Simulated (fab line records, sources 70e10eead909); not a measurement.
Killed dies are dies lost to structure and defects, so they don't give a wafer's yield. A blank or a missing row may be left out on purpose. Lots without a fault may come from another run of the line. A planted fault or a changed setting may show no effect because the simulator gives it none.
Which tool did it? | flow nand_harc | 12 lots, 36 wafers sampled, at 2 steps of a route of 1159

WHAT THE GAUGES READ, wafer by wafer
NHARC_P_ZERO_WELL_INSPECT_43.
lot  | measured    | on                | raw_defect_count
L075 | day 2 01:48 | defect_inspect-02 | 19 15 18
L077 | day 2 13:30 | defect_inspect-01 | 10 17 17
L079 | day 3 01:44 | defect_inspect-02 | 24 13 26
L081 | day 3 13:36 | defect_inspect-02 | 9 9 4
L083 | day 4 01:58 | defect_inspect-01 | 20 13 17
L085 | day 4 13:38 | defect_inspect-02 | 34 19 7
L087 | day 5 01:33 | defect_inspect-02 | 4 2 6
L089 | day 5 13:44 | defect_inspect-01 | 15 22 9
L091 | day 6 01:49 | defect_inspect-02 | 5 17 21
L093 | day 6 13:41 | defect_inspect-01 | 21 25 12
L095 | day 7 01:43 | defect_inspect-01 | 13 16 13
L097 | day 7 13:26 | defect_inspect-01 | 10 11 4

WHICH TOOL RAN EACH LOT (tool, then ch and the chambers of the sampled wafers, then the start)
lot  | NHARC_P_ZERO_WELL_ETCH_65
L075 | rie_diel-04 ch 0,2,3, day 1 19:35
L077 | rie_diel-07 ch 1,2, day 2 07:38
L079 | rie_diel-07 ch 0,1,3, day 2 19:29
L081 | rie_diel-04 ch 0,1, day 3 07:29
L083 | rie_diel-04 ch 1,2, day 3 19:43
L085 | rie_diel-04 ch 1,2,3, day 4 07:23
L087 | rie_diel-07 ch 0,3, day 4 19:29
L089 | rie_diel-10 ch 1,3, day 5 07:30
L091 | rie_diel-07 ch 1,2,3, day 5 19:42
L093 | rie_diel-07 ch 0,1,2, day 6 07:29
L095 | rie_diel-04 ch 2,3, day 6 19:29
L097 | rie_diel-10 ch 1,2, day 7 07:21
- NHARC_P_ZERO_WELL_ETCH_65: etches the open film in N2/H2, target depth 80 nm, overetch 24 nm, time 87.88 s.

THE ANSWER, worked out from the rows above alone
Rule: what is usual is taken from the lots themselves. Put in order of their means at a reading, lots are off if they are a third of the lots or fewer, leave a main group of 4 or more, and stand apart from it by a gap of 3 or more times the standard deviation of the main group's means; of several such gaps the widest counts. A main group whose means are all the same, to the digits that the tables above print for the reading, isn't used. A lot without any number at a reading at which 4 lots or more have one is off too. The other lots that the step has rows for count as sound.
No lot is off at any reading shown: from this, nothing can be told.

WHAT THE SIMULATOR HAD PUT IN
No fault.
